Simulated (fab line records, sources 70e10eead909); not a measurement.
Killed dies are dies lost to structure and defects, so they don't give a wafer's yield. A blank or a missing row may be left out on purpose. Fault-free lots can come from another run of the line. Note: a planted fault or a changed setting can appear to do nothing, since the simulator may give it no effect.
Matching of chambers :: flow nand harc :: rie diel-04 running NHARC_A_CONTACT_ETCH_92: 4 sister chambers
The step etches the open film in CH3F/O2, target depth 40 nm, time 85.7 s. 4 wafers are shown with their chamber, then 12 later ones without.

== WAFERS PAIRED WITH THEIR CHAMBERS ==
wafer: L094.4
chamber: 3
drypump motor current A (A): 4.8

wafer: L094.2
chamber: 2
drypump motor current A (A): 5.7

wafer: L094.5
chamber: 0
drypump motor current A (A): 6.1

wafer: L094.6
chamber: 1
drypump motor current A (A): 6.2

== WAFERS WHOSE CHAMBER IS MISSING ==
wafer: L095.3
drypump motor current A (A): 4.8

wafer: L095.5
drypump motor current A (A): 6.2

wafer: L095.6
drypump motor current A (A): 6.1

wafer: L096.2
drypump motor current A (A): 6.2

wafer: L096.3
drypump motor current A (A): 4.8

wafer: L096.4
drypump motor current A (A): 5.6

wafer: L097.1
drypump motor current A (A): 6.1

wafer: L097.2
drypump motor current A (A): 5.6

wafer: L097.5
drypump motor current A (A): 5.6

wafer: L097.3
drypump motor current A (A): 4.8

wafer: L097.4
drypump motor current A (A): 6.2

wafer: L097.6
drypump motor current A (A): 4.8

== WHICH CHAMBER EACH WENT THROUGH ==
wafer: L095.3
from the rows above: 3
in truth: 3

wafer: L095.5
from the rows above: 1
in truth: 1

wafer: L095.6
from the rows above: 0
in truth: 0

wafer: L096.2
from the rows above: 1
in truth: 1

wafer: L096.3
from the rows above: 3
in truth: 3

wafer: L096.4
from the rows above: 2
in truth: 2

wafer: L097.1
from the rows above: 0
in truth: 0

wafer: L097.2
from the rows above: 2
in truth: 2

wafer: L097.5
from the rows above: 2
in truth: 2

wafer: L097.3
from the rows above: 3
in truth: 3

wafer: L097.4
from the rows above: 1
in truth: 1

wafer: L097.6
from the rows above: 3
in truth: 3
Correctly placed: 12 of 12. Not placeable from these rows: 0. Number placed wrongly: 0.
How it was worked out, from the rows above alone: a wafer's distance from a chamber is the root of the sum, over the readings, of the square of ((its reading less the chamber's mean) divided by the reading's scatter). If the next closest chamber is less than 2 further off than the closest, the wafer can't be placed; otherwise it belongs to the closest. A chamber's mean is the mean of its shown wafers. The scatter: root of mean squared gap, hidden wafer to nearest shown wafer, with one shown wafer a chamber.
